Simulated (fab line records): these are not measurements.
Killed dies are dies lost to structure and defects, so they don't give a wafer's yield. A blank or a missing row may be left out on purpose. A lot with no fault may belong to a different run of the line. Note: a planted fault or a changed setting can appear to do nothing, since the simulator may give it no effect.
fab line records :: flow n5Finfet
record
  lots=4
  wafers=12
  lastDay=16
route steps=1938 shown BEOL_M1@768 BEOL_M4@1111 PASSIVATION@1936
lots untouched by any fault: they come from a run of this same line in which no faults occurred
startH: the number of hours between the record's first day and the start of the first shown wafer of the lot :: waitH: hours from the lot's prior step to this one :: " unchanged from the row above :: L1.1+2: several wafers, shown together as one row :: - no value present, or no start provided :: * or withheld: withheld :: < > ~ a bound
route shown NAME@n: NAME is a module with steps in the file, n the number in the route of the first one :: usual: average and standard deviation across the fault-free wafers :: same: alike in all rows :: chamber/n: place in a boat :: sites: per-site readings :: _std_site: the standard deviation of these :: _edge_site: inner sites' mean taken away from outer sites' mean :: radiusMm: how far each site lies from the wafer's centre :: mask NAME#n: copy n :: behind: the tool/chamber that last shaped the wafer :: hold: what put the lot on hold/how long, in hours/how the hold closed :: device: the transistor (n, p or np) that didn't switch :: end of line: the same wafers' tests at the end of the route :: a step without rows: its recipe alone :: killed: dies that structure and defects cost at the first sort, which is not the same as the wafer's yield :: map: the dies of a wafer, with x for killed, . for not killed, _ for no die there
set.NAME: the run value of the setting; set.NAME@STEP: its run value at that earlier step :: model.NAME: the simulator's own value behind a step, which no gauge read
lots at selected steps of the route; one table per step, one row per wafer
services: when a tool's chamber went out of use (startH, in hours from the record's first day, below 0 if earlier), for how many hours, and the reason
## steps
# step N5_BEOL_M1_ETCH_74
# recipe
  chemistry=N2/H2
  target=underlayer
  targetDepthA=65
  maskMaterial=CAR-EUV
  timeS=5.2
  ionEnergyEv=200
  pressureMtorr=30
  sourceW=840
  biasW=150
  n2FlowSccm=200
  h2FlowSccm=200
  ends=cleared
# step N5_BEOL_M1_ETCH_63
# recipe
  chemistry=CF4
  target=SiARC
  targetDepthA=156
  maskMaterial=CAR-EUV
  timeS=26
  ionEnergyEv=80
  pressureMtorr=40
  sourceW=545
  biasW=36
  Ar_flow_sccm=100
  cf4FlowSccm=100
  ends=cleared
# step N5_BEOL_M1_ETCH_64
# recipe
  chemistry=N2/H2
  target=SOC
  targetDepthA=750
  overetchA=150
  maskMaterial=SiARC
  tempC=40
  timeS=112.5
  ionEnergyEv=200
  pressureMtorr=30
  sourceW=840
  biasW=150
  n2FlowSccm=200
  h2FlowSccm=200
# step N5_BEOL_M1_STRIP_65
# recipe
  chemistry=N2/H2
  tempC=40
  n2FlowSccm=200
  h2FlowSccm=200
  rfFrequencyHz=6e+07
# step N5_BEOL_M1_STRIP_75
# recipe
  chemistry=N2/H2
  tempC=40
  n2FlowSccm=200
  h2FlowSccm=200
  rfFrequencyHz=6e+07
# step N5_BEOL_M1_STRIP_66
# recipe
  chemistry=CF4
  resist=SiARC
  powerW=300
  biasPowerW=75
  pressureMtorr=50
  cf4FlowSccm=150
  rfFrequencyHz=6e+07
# step N5_BEOL_M1_HM_OPEN_17
# recipe
  chemistry=Cl2/BCl3
  targetDepthA=200
  overetchA=60
  target=TiN
  maskMaterial=SOC
  ionEnergyEv=150
  pressureMtorr=10
  icpW=1000
  biasW=126
  Cl2_flow_sccm=53.25
  bcl3FlowSccm=21.75
  Ar_flow_sccm=25
# step N5_BEOL_M1_STRIP_19
# recipe
  chemistry=O2
  powerW=400
  tempC=40
  pressureMtorr=30
  rfFrequencyHz=6e+07
  biasPowerW=0
  overashFraction=0.2
  o2FlowSccm=225
# step N5_BEOL_M1_COAT_67
# recipe
  resist=SOC
  tempC=250
  timeS=60
  spinRpm=1500
  resistThkNm=60
# step N5_BEOL_M1_COAT_68
# recipe
  resist=SiARC
  tempC=220
  timeS=60
  spinRpm=1500
  resistThkNm=12
# step N5_BEOL_M1_COAT_76
# recipe
  resist=underlayer
  tempC=205
  timeS=60
  spinRpm=1500
  resistThkNm=5
# step N5_BEOL_M1_COAT_22
# recipe
  resist=CAR-EUV
  spinRpm=1500
  resistThkNm=30
# usual
  resistLineTempC=23.01/0.11
  spinSpeedRpm=1500.0/1.1
lot.wafer: L394.1
tool: lithoTrack-02
chamber: 0
startH: 131.26
waitH: -
resistLineTempC: 23.02
spinSpeedRpm: 1500.0
model.CAR-EUV_of_BEOL_M1_COAT_22.thkNm: 30

lot.wafer: L394.2
tool: lithoTrack-02
chamber: 0
startH: 131.26
waitH: -
resistLineTempC: 22.79
spinSpeedRpm: 1499.5
model.CAR-EUV_of_BEOL_M1_COAT_22.thkNm: 30

lot.wafer: L394.3
tool: lithoTrack-02
chamber: 0
startH: 131.26
waitH: -
resistLineTempC: 22.84
spinSpeedRpm: 1500.6
model.CAR-EUV_of_BEOL_M1_COAT_22.thkNm: 30

lot.wafer: L407.1
tool: lithoTrack-03
chamber: 0
startH: 211.26
waitH: -
resistLineTempC: 22.75
spinSpeedRpm: 1498.3
model.CAR-EUV_of_BEOL_M1_COAT_22.thkNm: 30.4

lot.wafer: L407.4
tool: lithoTrack-03
chamber: 0
startH: 211.26
waitH: -
resistLineTempC: 22.98
spinSpeedRpm: 1500.0
model.CAR-EUV_of_BEOL_M1_COAT_22.thkNm: 30.2

lot.wafer: L407.6
tool: lithoTrack-03
chamber: 0
startH: 211.26
waitH: -
resistLineTempC: 22.83
spinSpeedRpm: 1501.5
model.CAR-EUV_of_BEOL_M1_COAT_22.thkNm: 30.2

lot.wafer: L408.1
tool: lithoTrack-02
chamber: 0
startH: 212.06
waitH: -
resistLineTempC: 22.86
spinSpeedRpm: 1544.3
model.CAR-EUV_of_BEOL_M1_COAT_22.thkNm: 29.4

lot.wafer: L408.2
tool: lithoTrack-02
chamber: 0
startH: 212.06
waitH: -
resistLineTempC: 22.87
spinSpeedRpm: 1543.3
model.CAR-EUV_of_BEOL_M1_COAT_22.thkNm: 29.4

lot.wafer: L408.6
tool: lithoTrack-02
chamber: 0
startH: 212.06
waitH: -
resistLineTempC: 22.82
spinSpeedRpm: 1544.7
model.CAR-EUV_of_BEOL_M1_COAT_22.thkNm: 29.4

lot.wafer: L411.1
tool: lithoTrack-02
chamber: 0
startH: 228.79
waitH: -
resistLineTempC: 23.17
spinSpeedRpm: 1544.4
model.CAR-EUV_of_BEOL_M1_COAT_22.thkNm: 29.6

lot.wafer: L411.3
tool: lithoTrack-02
chamber: 0
startH: 228.79
waitH: -
resistLineTempC: 23.04
spinSpeedRpm: 1544.9
model.CAR-EUV_of_BEOL_M1_COAT_22.thkNm: 29.6

lot.wafer: L411.4
tool: lithoTrack-02
chamber: 0
startH: 228.79
waitH: -
resistLineTempC: 23.13
spinSpeedRpm: 1544.6
model.CAR-EUV_of_BEOL_M1_COAT_22.thkNm: 29.6
# step N5_BEOL_M1_EBR_24
# recipe
  solvent=PGMEA
  ebrWidthMm=1.5
# step N5_BEOL_M1_SOFTBAKE_23
# recipe
  tempC=110
  timeS=60
  resist=CAR-EUV
# step N5_BEOL_M1_EXPOSE_25
# recipe
  maskId=V0
  na=0.33
  sourceShape=quasar
  sigmaInner=0.2
  sigmaOuter=0.8
  polarization=unpolarized
  defocusNm=5
  targetCdNm=24
  doseMj=63
# step N5_BEOL_M1_PEB_26
# recipe
  pebTempC=100
  pebTimeS=60
  resist=CAR-EUV
# step N5_BEOL_M1_DEVELOP_27
# recipe
  developTimeS=30
  developer=TMAH
  resist=CAR-EUV
  rinseLiquid=surfactantRinse
  dry=airSpin
  devTempC=23
# step N5_BEOL_M1_DESCUM_33
# recipe
  chemistry=O2
  timeS=7
  sourcePowerW=50
  biasPowerW=20
  pressureMtorr=20
  rfFrequencyHz=2.712e+07
  tempC=40
  resist=CAR-EUV
  o2FlowSccm=225
# step N5_BEOL_M1_ETCH_77
# recipe
  chemistry=N2/H2
  target=underlayer
  targetDepthA=65
  maskMaterial=CAR-EUV
  timeS=5.2
  ionEnergyEv=200
  pressureMtorr=30
  sourceW=840
  biasW=150
  n2FlowSccm=200
  h2FlowSccm=200
  ends=cleared
# step N5_BEOL_M1_ETCH_69
# recipe
  chemistry=CF4
  target=SiARC
  targetDepthA=156
  maskMaterial=CAR-EUV
  timeS=26
  ionEnergyEv=80
  pressureMtorr=40
  sourceW=545
  biasW=36
  Ar_flow_sccm=100
  cf4FlowSccm=100
  ends=cleared
# step N5_BEOL_M1_ALD_98
# recipe
  material=SiO2
  targetThkA=25
  tempC=100
  aldPrecursorFamily=BDEAS
  aldCoReactant=O2-plasma
  pulseTimeS=1
  coReactantPulseTimeS=1
  purgeTimeS=2
  coReactantPurgeTimeS=2
  aldCycles=17
  pressureTorr=2
# step N5_BEOL_M1_ETCHBACK_99
# recipe
  chemistry=CHF3
  target=SiO2
  targetDepthA=50
  timeS=10.4
  sourceW=215
  biasW=47
  Ar_flow_sccm=200
  CHF3_flow_sccm=12
  ionEnergyEv=100
  pressureMtorr=30
# usual
  drypumpMotorCurrentA=5.5/0.38
  oesProductAu=0.79/0.083
  rfFwdPowerW=212.4/1.1
  rfVppV=240.7/2.5
  showerheadPlenumPTorr=2.17/0.052
  throttleValvePct=17.07/0.24
lot.wafer: L394.1
tool: rieDiel-03
chamber: 1
startH: 139.43
waitH: 7.3
drypumpMotorCurrentA: 5.1
oesProductAu: 0.82
rfFwdPowerW: 213.8
rfHoursCounterH: 73
rfVppV: 242.2
showerheadPlenumPTorr: 2.18
throttleValvePct: 16.86
model.CAR-EUV_of_BEOL_M1_COAT_22.thkNm: 10.4

lot.wafer: L394.2
tool: rieDiel-03
chamber: 0
startH: 139.43
waitH: 7.3
drypumpMotorCurrentA: 6.2
oesProductAu: 0.98
rfFwdPowerW: 213.4
rfHoursCounterH: 1
rfVppV: 237.4
showerheadPlenumPTorr: 2.12
throttleValvePct: 16.73
model.CAR-EUV_of_BEOL_M1_COAT_22.thkNm: 10.4

lot.wafer: L394.3
tool: rieDiel-03
chamber: 2
startH: 139.43
waitH: 7.3
drypumpMotorCurrentA: 5.7
oesProductAu: 0.71
rfFwdPowerW: 213.2
rfHoursCounterH: 175
rfVppV: 242.2
showerheadPlenumPTorr: 2.23
throttleValvePct: 16.87
model.CAR-EUV_of_BEOL_M1_COAT_22.thkNm: 10.4

lot.wafer: L408.1
tool: rieDiel-03
chamber: 1
startH: 214.15
waitH: 1.4
drypumpMotorCurrentA: 5.1
oesProductAu: 0.81
rfFwdPowerW: 213.8
rfHoursCounterH: 94
rfVppV: 242.4
showerheadPlenumPTorr: 2.18
throttleValvePct: 16.92
model.CAR-EUV_of_BEOL_M1_COAT_22.thkNm: 9.8

lot.wafer: L408.2
tool: rieDiel-03
chamber: 3
startH: 214.15
waitH: 1.4
drypumpMotorCurrentA: 5.4
oesProductAu: 0.75
rfFwdPowerW: 211.8
rfHoursCounterH: 155
rfVppV: 237.3
showerheadPlenumPTorr: 2.15
throttleValvePct: 17.38
model.CAR-EUV_of_BEOL_M1_COAT_22.thkNm: 9.8

lot.wafer: L408.6
tool: rieDiel-03
chamber: 1
startH: 214.15
waitH: 1.4
drypumpMotorCurrentA: 5.1
oesProductAu: 0.81
rfFwdPowerW: 214.5
rfHoursCounterH: -
rfVppV: 243.4
showerheadPlenumPTorr: 2.18
throttleValvePct: 16.89
model.CAR-EUV_of_BEOL_M1_COAT_22.thkNm: 9.8

lot.wafer: L407.1
tool: rieDiel-03
chamber: 3
startH: 217.26
waitH: 5.3
drypumpMotorCurrentA: 5.4
oesProductAu: 0.73
rfFwdPowerW: 211.1
rfHoursCounterH: 157
rfVppV: 238.7
showerheadPlenumPTorr: 2.15
throttleValvePct: 17.38
model.CAR-EUV_of_BEOL_M1_COAT_22.thkNm: 10.8

lot.wafer: L407.4
tool: rieDiel-03
chamber: 1
startH: 217.26
waitH: 5.3
drypumpMotorCurrentA: 5.1
oesProductAu: 0.80
rfFwdPowerW: 213.1
rfHoursCounterH: 95
rfVppV: 242.3
showerheadPlenumPTorr: 2.18
throttleValvePct: 16.89
model.CAR-EUV_of_BEOL_M1_COAT_22.thkNm: 10.6

lot.wafer: L407.6
tool: rieDiel-03
chamber: 1
startH: 217.26
waitH: 5.3
drypumpMotorCurrentA: 5.1
oesProductAu: 0.80
rfFwdPowerW: 213.4
rfHoursCounterH: -
rfVppV: 242.5
showerheadPlenumPTorr: 2.18
throttleValvePct: 16.90
model.CAR-EUV_of_BEOL_M1_COAT_22.thkNm: 10.6

lot.wafer: L411.1
tool: rieDiel-05
chamber: 2
startH: 233.07
waitH: 3.6
drypumpMotorCurrentA: 5.8
oesProductAu: 0.80
rfFwdPowerW: 210.6
rfHoursCounterH: 115
rfVppV: 240.1
showerheadPlenumPTorr: 2.16
throttleValvePct: 17.38
model.CAR-EUV_of_BEOL_M1_COAT_22.thkNm: 10

lot.wafer: L411.3
tool: rieDiel-05
chamber: 3
startH: 233.07
waitH: 3.6
drypumpMotorCurrentA: 5.4
oesProductAu: 0.74
rfFwdPowerW: 211.8
rfHoursCounterH: 141
rfVppV: 247.0
showerheadPlenumPTorr: 2.16
throttleValvePct: 16.90
model.CAR-EUV_of_BEOL_M1_COAT_22.thkNm: 10

lot.wafer: L411.4
tool: rieDiel-05
chamber: 1
startH: 233.07
waitH: 3.6
drypumpMotorCurrentA: 4.9
oesProductAu: 0.85
rfFwdPowerW: 213.0
rfHoursCounterH: 73
rfVppV: 242.7
showerheadPlenumPTorr: 2.09
throttleValvePct: 16.84
model.CAR-EUV_of_BEOL_M1_COAT_22.thkNm: 10
# step N5_BEOL_M1_ETCH_70
# recipe
  chemistry=N2/H2
  target=SOC
  targetDepthA=800
  overetchA=160
  maskMaterial=SiARC
  tempC=40
  timeS=120
  ionEnergyEv=200
  pressureMtorr=30
  sourceW=840
  biasW=150
  n2FlowSccm=200
  h2FlowSccm=200
# step N5_BEOL_M4_RC_MEAS_101
# usual
  DIBL_N=36.2/1.2
  DIBL_P=36.3/1.3
  IOFF_N=0.155/0.019
  IOFF_P=0.210/0.029
  ION_N=677/8.6
  ION_P=465/6.8
  SS_N=71.4/0.48
  SS_P=73.2/0.53
  VT_N=249.9/2.4
  VT_P=-250/3.2
lot.wafer: L394.1
tool: prober-01
chamber: 0
startH: 176.24
waitH: 0.0
DIBL_N[mV/V]: 36.1
DIBL_P[mV/V]: 37.7
IOFF_N[nA/um]: 0.154
IOFF_P[nA/um]: 0.207
ION_N[uA/um]: 669
ION_P[uA/um]: 463
SS_N[mV/dec]: 70.9
SS_P[mV/dec]: 73.6
VT_N[mV]: 251.4
VT_P[mV]: -251

lot.wafer: L394.2
tool: prober-01
chamber: 0
startH: 176.24
waitH: 0.0
DIBL_N[mV/V]: 35.2
DIBL_P[mV/V]: 36.8
IOFF_N[nA/um]: 0.134
IOFF_P[nA/um]: 0.187
ION_N[uA/um]: 667
ION_P[uA/um]: 460
SS_N[mV/dec]: 71.1
SS_P[mV/dec]: 73.5
VT_N[mV]: 252.7
VT_P[mV]: -256

lot.wafer: L394.3
tool: prober-01
chamber: 0
startH: 176.24
waitH: 0.0
DIBL_N[mV/V]: 37.8
DIBL_P[mV/V]: 38.9
IOFF_N[nA/um]: 0.171
IOFF_P[nA/um]: 0.217
ION_N[uA/um]: 681
ION_P[uA/um]: 464
SS_N[mV/dec]: 72.5
SS_P[mV/dec]: 74.4
VT_N[mV]: 251.8
VT_P[mV]: -252

lot.wafer: L408.1
tool: prober-01
chamber: 0
startH: 265.34
waitH: 0.0
DIBL_N[mV/V]: 36.1
DIBL_P[mV/V]: 37.4
IOFF_N[nA/um]: 0.172
IOFF_P[nA/um]: 0.262
ION_N[uA/um]: 693
ION_P[uA/um]: 477
SS_N[mV/dec]: 70.8
SS_P[mV/dec]: 73.1
VT_N[mV]: 246.9
VT_P[mV]: -245

lot.wafer: L408.2
tool: prober-01
chamber: 0
startH: 265.34
waitH: 0.0
DIBL_N[mV/V]: 36.1
DIBL_P[mV/V]: 37.2
IOFF_N[nA/um]: 0.172
IOFF_P[nA/um]: 0.261
ION_N[uA/um]: 685
ION_P[uA/um]: 477
SS_N[mV/dec]: 71.6
SS_P[mV/dec]: 72.7
VT_N[mV]: 249.3
VT_P[mV]: -244

lot.wafer: L408.6
tool: prober-01
chamber: 0
startH: 265.34
waitH: 0.0
DIBL_N[mV/V]: 35.6
DIBL_P[mV/V]: 35.8
IOFF_N[nA/um]: 0.153
IOFF_P[nA/um]: 0.229
ION_N[uA/um]: 679
ION_P[uA/um]: 465
SS_N[mV/dec]: 71.8
SS_P[mV/dec]: 72.3
VT_N[mV]: 249.8
VT_P[mV]: -249

lot.wafer: L407.1
tool: prober-02
chamber: 0
startH: 273.84
waitH: 0.0
DIBL_N[mV/V]: 35.1
DIBL_P[mV/V]: 36.7
IOFF_N[nA/um]: 0.160
IOFF_P[nA/um]: 0.221
ION_N[uA/um]: 682
ION_P[uA/um]: 470
SS_N[mV/dec]: 71.5
SS_P[mV/dec]: 73.3
VT_N[mV]: 252.5
VT_P[mV]: -247

lot.wafer: L407.4
tool: prober-02
chamber: 0
startH: 273.84
waitH: 0.0
DIBL_N[mV/V]: 37.0
DIBL_P[mV/V]: 39.0
IOFF_N[nA/um]: 0.188
IOFF_P[nA/um]: 0.257
ION_N[uA/um]: 686
ION_P[uA/um]: 467
SS_N[mV/dec]: 71.8
SS_P[mV/dec]: 73.4
VT_N[mV]: 249.3
VT_P[mV]: -247

lot.wafer: L407.6
tool: prober-02
chamber: 0
startH: 273.84
waitH: 0.0
DIBL_N[mV/V]: 35.7
DIBL_P[mV/V]: 37.1
IOFF_N[nA/um]: 0.155
IOFF_P[nA/um]: 0.215
ION_N[uA/um]: 681
ION_P[uA/um]: 468
SS_N[mV/dec]: 71.5
SS_P[mV/dec]: 73.6
VT_N[mV]: 251.6
VT_P[mV]: -249

lot.wafer: L411.1
tool: prober-02
chamber: 0
startH: 282.57
waitH: 0.0
DIBL_N[mV/V]: 36.9
DIBL_P[mV/V]: 37.8
IOFF_N[nA/um]: 0.164
IOFF_P[nA/um]: 0.219
ION_N[uA/um]: 684
ION_P[uA/um]: 464
SS_N[mV/dec]: 71.5
SS_P[mV/dec]: 73.7
VT_N[mV]: 249.1
VT_P[mV]: -249

lot.wafer: L411.3
tool: prober-02
chamber: 0
startH: 282.57
waitH: 0.0
DIBL_N[mV/V]: 37.7
DIBL_P[mV/V]: 38.4
IOFF_N[nA/um]: 0.173
IOFF_P[nA/um]: 0.227
ION_N[uA/um]: 672
ION_P[uA/um]: 463
SS_N[mV/dec]: 71.7
SS_P[mV/dec]: 73.7
VT_N[mV]: 250.5
VT_P[mV]: -250

lot.wafer: L411.4
tool: prober-02
chamber: 0
startH: 282.57
waitH: 0.0
DIBL_N[mV/V]: 35.5
DIBL_P[mV/V]: 35.9
IOFF_N[nA/um]: 0.133
IOFF_P[nA/um]: 0.198
ION_N[uA/um]: 669
ION_P[uA/um]: 461
SS_N[mV/dec]: 71.0
SS_P[mV/dec]: 74.0
VT_N[mV]: 252.9
VT_P[mV]: -251
# step N5_PASSIVATION_PROBE_49
# usual
  defectLimitedYield=91.2/1.4
  killed_at_M0_to_M3=34/10
  killed_at_M4_up=13/5.1
  killedAtContacts=12/6.5
  killedAtFrontEnd=41/11
  killedAtOther=4/3.3
  killedDies=104/16
  killedOpen=69/13
  killedShort=33/7
  sort_bin_5_function=5.1/0.91
  sort_bin_6_memory=3.3/0.69
  sortNPass=1076/16
  sortYieldPct=91.2/1.4
# same
  grossDies=1180
  killedAtBackSide=0
  sort_bin_4_leakage[%]=0
  sort_bin_8_speed[%]=0
lot.wafer: L394.1
tool: prober-01
chamber: -
startH: 288.23
waitH: 0.0
defectLimitedYield[%]: 88.9
killed_at_M0_to_M3: 51
killed_at_M4_up: 14
killedAtContacts: 11
killedAtFrontEnd: 50
killedAtOther: 5
killedDies: 131
killedOpen: 79
killedShort: 52
sort_bin_5_function[%]: 7.0
sort_bin_6_memory[%]: 3.7
sortNPass: 1049
sortYieldPct[%]: 88.9

lot.wafer: L394.2
tool: prober-01
chamber: -
startH: 288.28
waitH: 0.1
defectLimitedYield[%]: 88.1
killed_at_M0_to_M3: 43
killed_at_M4_up: 26
killedAtContacts: 17
killedAtFrontEnd: 49
killedAtOther: 6
killedDies: 141
killedOpen: 88
killedShort: 53
sort_bin_5_function[%]: 6.6
sort_bin_6_memory[%]: 4.7
sortNPass: 1039
sortYieldPct[%]: 88.1

lot.wafer: L394.3
tool: prober-01
chamber: -
startH: 288.33
waitH: 0.1
defectLimitedYield[%]: 90.3
killed_at_M0_to_M3: 25
killed_at_M4_up: 14
killedAtContacts: 27
killedAtFrontEnd: 46
killedAtOther: 3
killedDies: 115
killedOpen: 81
killedShort: 34
sort_bin_5_function[%]: 5.3
sort_bin_6_memory[%]: 4.1
sortNPass: 1065
sortYieldPct[%]: 90.3

lot.wafer: L407.1
tool: prober-02
chamber: -
startH: 370.89
waitH: 0.0
defectLimitedYield[%]: 93.6
killed_at_M0_to_M3: 26
killed_at_M4_up: 6
killedAtContacts: 7
killedAtFrontEnd: 35
killedAtOther: 2
killedDies: 76
killedOpen: 48
killedShort: 24
sort_bin_5_function[%]: 3.5
sort_bin_6_memory[%]: 2.7
sortNPass: 1104
sortYieldPct[%]: 93.6

lot.wafer: L407.4
tool: prober-02
chamber: -
startH: 371.04
waitH: 0.2
defectLimitedYield[%]: 91.9
killed_at_M0_to_M3: 26
killed_at_M4_up: 9
killedAtContacts: 11
killedAtFrontEnd: 49
killedAtOther: 1
killedDies: 96
killedOpen: 58
killedShort: 37
sort_bin_5_function[%]: 4.7
sort_bin_6_memory[%]: 3.0
sortNPass: 1084
sortYieldPct[%]: 91.9

lot.wafer: L407.6
tool: prober-02
chamber: -
startH: 371.14
waitH: 0.3
defectLimitedYield[%]: 93.6
killed_at_M0_to_M3: 10
killed_at_M4_up: 6
killedAtContacts: 3
killedAtFrontEnd: 54
killedAtOther: 3
killedDies: 76
killedOpen: 45
killedShort: 29
sort_bin_5_function[%]: 3.9
sort_bin_6_memory[%]: 2.5
sortNPass: 1104
sortYieldPct[%]: 93.6

lot.wafer: L408.1
tool: prober-02
chamber: -
startH: 371.32
waitH: 0.0
defectLimitedYield[%]: 92.1
killed_at_M0_to_M3: 26
killed_at_M4_up: 6
killedAtContacts: 5
killedAtFrontEnd: 48
killedAtOther: 8
killedDies: 93
killedOpen: 62
killedShort: 31
sort_bin_5_function[%]: 4.7
sort_bin_6_memory[%]: 3.0
sortNPass: 1087
sortYieldPct[%]: 92.1

lot.wafer: L408.2
tool: prober-02
chamber: -
startH: 371.37
waitH: 0.1
defectLimitedYield[%]: 91.4
killed_at_M0_to_M3: 37
killed_at_M4_up: 12
killedAtContacts: 11
killedAtFrontEnd: 33
killedAtOther: 9
killedDies: 102
killedOpen: 62
killedShort: 38
sort_bin_5_function[%]: 4.6
sort_bin_6_memory[%]: 3.6
sortNPass: 1078
sortYieldPct[%]: 91.4

lot.wafer: L408.6
tool: prober-02
chamber: -
startH: 371.57
waitH: 0.3
defectLimitedYield[%]: 93.7
killed_at_M0_to_M3: 31
killed_at_M4_up: 10
killedAtContacts: 6
killedAtFrontEnd: 21
killedAtOther: 6
killedDies: 74
killedOpen: 52
killedShort: 22
sort_bin_5_function[%]: 4.2
sort_bin_6_memory[%]: 1.9
sortNPass: 1106
sortYieldPct[%]: 93.7

lot.wafer: L411.1
tool: prober-02
chamber: -
startH: 385.87
waitH: 0.0
defectLimitedYield[%]: 91.0
killed_at_M0_to_M3: 36
killed_at_M4_up: 17
killedAtContacts: 6
killedAtFrontEnd: 46
killedAtOther: 1
killedDies: 106
killedOpen: 71
killedShort: 35
sort_bin_5_function[%]: 5.2
sort_bin_6_memory[%]: 3.3
sortNPass: 1074
sortYieldPct[%]: 91.0

lot.wafer: L411.3
tool: prober-02
chamber: -
startH: 385.97
waitH: 0.1
defectLimitedYield[%]: 93.6
killed_at_M0_to_M3: 27
killed_at_M4_up: 15
killedAtContacts: 6
killedAtFrontEnd: 22
killedAtOther: 5
killedDies: 75
killedOpen: 47
killedShort: 26
sort_bin_5_function[%]: 3.7
sort_bin_6_memory[%]: 2.5
sortNPass: 1105
sortYieldPct[%]: 93.6

lot.wafer: L411.4
tool: prober-02
chamber: -
startH: 386.02
waitH: 0.2
defectLimitedYield[%]: 90.7
killed_at_M0_to_M3: 34
killed_at_M4_up: 22
killedAtContacts: 5
killedAtFrontEnd: 45
killedAtOther: 4
killedDies: 110
killedOpen: 78
killedShort: 30
sort_bin_5_function[%]: 5.4
sort_bin_6_memory[%]: 3.3
sortNPass: 1070
sortYieldPct[%]: 90.7
# killed by level:class
L394.1 FIN_SAQP:geometricParticle:short=13 BEOL_M3:geometricParticle:open=10 FIN_SAQP:geometricParticle:open=9 DUMMY_GATE:geometricParticle:open=8 BEOL_M1:geometricParticle:open=8 GATE_CUT:geometricParticle:short=7 BEOL_M2:geometricParticle:open=7 MOL_CONTACT_COAG:geometricParticle:open=7
L394.2 BEOL_M4:geometricParticle:open=17 MOL_CONTACT_COAG:geometricParticle:open=14 BEOL_M3:geometricParticle:open=14 FIN_SAQP:geometricParticle:short=9 STI_FIN_REVEAL:geometricParticle:open=8 DUMMY_GATE:geometricParticle:open=8 BEOL_M0_SAQP:geometricParticle:short=6 BEOL_M3:geometricParticle:short=6
L394.3 MOL_CONTACT_COAG:geometricParticle:open=23 BEOL_M3:geometricParticle:open=10 FIN_SAQP:geometricParticle:open=8 STI_FIN_REVEAL:geometricParticle:open=8 FIN_SAQP:geometricParticle:short=5 GATE_CUT:geometricParticle:open=4 MOL_CONTACT_COAG:geometricParticle:short=4 BEOL_M1:geometricParticle:open=4
L407.1 BEOL_M0_SAQP:geometricParticle:open=12 FIN_SAQP:geometricParticle:short=11 STI_FIN_REVEAL:geometricParticle:open=8 BEOL_M3:geometricParticle:open=5 MOL_CONTACT_COAG:geometricParticle:open=4 MOL_CONTACT_COAG:geometricParticle:short=3 BEOL_M0_SAQP:geometricParticle:short=3 STARTING-WAFER:geometricParticle:open=3
L407.4 FIN_SAQP:geometricParticle:short=16 FIN_SAQP:geometricParticle:open=11 BEOL_M3:geometricParticle:open=9 STI_FIN_REVEAL:geometricParticle:open=7 MOL_CONTACT_COAG:geometricParticle:open=7 BEOL_M0:geometricParticle:open=5 MOL_CONTACT_COAG:geometricParticle:short=4 BEOL_M0_SAQP:geometricParticle:open=4
L407.6 STI_FIN_REVEAL:geometricParticle:open=20 FIN_SAQP:geometricParticle:short=10 FIN_SAQP:geometricParticle:open=5 GATE_CUT:geometricParticle:short=4 STARTING-WAFER:geometricParticle:open=4 BEOL_M0_SAQP:geometricParticle:short=3 DUMMY_GATE:geometricParticle:open=2 SDB:geometricParticle:short=2
L408.1 STI_FIN_REVEAL:geometricParticle:open=16 FIN_SAQP:geometricParticle:open=8 GATE_CUT:geometricParticle:short=8 BEOL_M3:geometricParticle:open=8 BEOL_M2:geometricParticle:open=6 BEOL_M3:geometricParticle:short=5 STARTING-WAFER:geometricParticle:short=5 MOL_CONTACT_COAG:geometricParticle:open=4
L408.2 BEOL_M3:geometricParticle:open=9 BEOL_M0_SAQP:geometricParticle:short=9 STI_FIN_REVEAL:geometricParticle:open=7 MOL_CONTACT_COAG:geometricParticle:open=7 BEOL_M1:geometricParticle:open=6 STARTING-WAFER:geometricParticle:open=5 MOL_CONTACT_COAG:geometricParticle:short=4 BEOL_M3:geometricParticle:short=4
L408.6 STI_FIN_REVEAL:geometricParticle:open=10 BEOL_M3:geometricParticle:open=7 BEOL_M2:geometricParticle:open=7 MOL_CONTACT_COAG:geometricParticle:open=6 BEOL_M4:geometricParticle:open=5 BEOL_M0_SAQP:geometricParticle:open=4 BEOL_M0:geometricParticle:open=4 BEOL_M2:geometricParticle:short=4
L411.1 STI_FIN_REVEAL:geometricParticle:open=10 FIN_SAQP:geometricParticle:short=9 FIN_SAQP:geometricParticle:open=8 BEOL_M1:geometricParticle:open=8 BEOL_M3:geometricParticle:open=7 BEOL_M4:geometricParticle:open=7 BEOL_M2:geometricParticle:open=6 BEOL_M0_SAQP:geometricParticle:short=5
L411.3 BEOL_M3:geometricParticle:open=10 FIN_SAQP:geometricParticle:short=8 BEOL_M4:geometricParticle:open=7 STI_FIN_REVEAL:geometricParticle:open=4 BEOL_M2:geometricParticle:open=4 MOL_CONTACT_COAG:geometricParticle:short=3 MOL_CONTACT_COAG:geometricParticle:open=3 BEOL_M0_SAQP:geometricParticle:short=3
L411.4 BEOL_M4:geometricParticle:open=14 STI_FIN_REVEAL:geometricParticle:open=13 FIN_SAQP:geometricParticle:open=9 BEOL_M3:geometricParticle:open=8 FIN_SAQP:geometricParticle:short=7 BEOL_M0:geometricParticle:open=5 ILD0:geometricParticle:short=4 MOL_CONTACT_COAG:geometricParticle:open=4
## services
tool: rieDiel-03
chamber: 0
startH: 109.73
hours: -
kind: clean

tool: rieDiel-03
chamber: 0
startH: 109.73
hours: -
kind: consumableReplace:focusRing

tool: rieDiel-03
chamber: 0
startH: 109.73
hours: 26.8
kind: scheduledDown

tool: rieDiel-03
chamber: 0
startH: 109.73
hours: 26.8
kind: ventCycle

tool: rieDiel-03
chamber: 3
startH: 152.15
hours: 13.5
kind: repair

tool: rieDiel-03
chamber: -
startH: 157.17
hours: 10.0
kind: pm

tool: rieDiel-05
chamber: 3
startH: 175.74
hours: 3.6
kind: repair

tool: rieDiel-03
chamber: 0
startH: 209.33
hours: 4.7
kind: repair
## key
firstSign
  step=N5_BEOL_M1_COAT_22
  reading=spinSpeedRpm
  direction=up
  sigmas=41
  usual=*
  struck=*
effect none on later readings
modelEffect
  step=N5_BEOL_M1_COAT_22
  value=CAR-EUV_of_BEOL_M1_COAT_22.thkNm
  without=29.9
  struck=29.5
modelEffect
  step=N5_BEOL_M1_ETCHBACK_99
  value=CAR-EUV_of_BEOL_M1_COAT_22.thkNm
  without=10.3
  struck=9.9
metAt N5_BEOL_M1_COAT_22
struckWafers L408.1,L408.2,L408.6,L411.1,L411.3,L411.4
onsetBetween 131.26 212.06
fault
  kind=processParameterDrift
  tool=lithoTrack-02
  chamber=-
  onsetH=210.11
  steps=N5_BEOL_M1_COAT_22
  channel=spinRpm
  offset=*
  shape=step
  endH=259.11
  actsIn=*
  stated=*
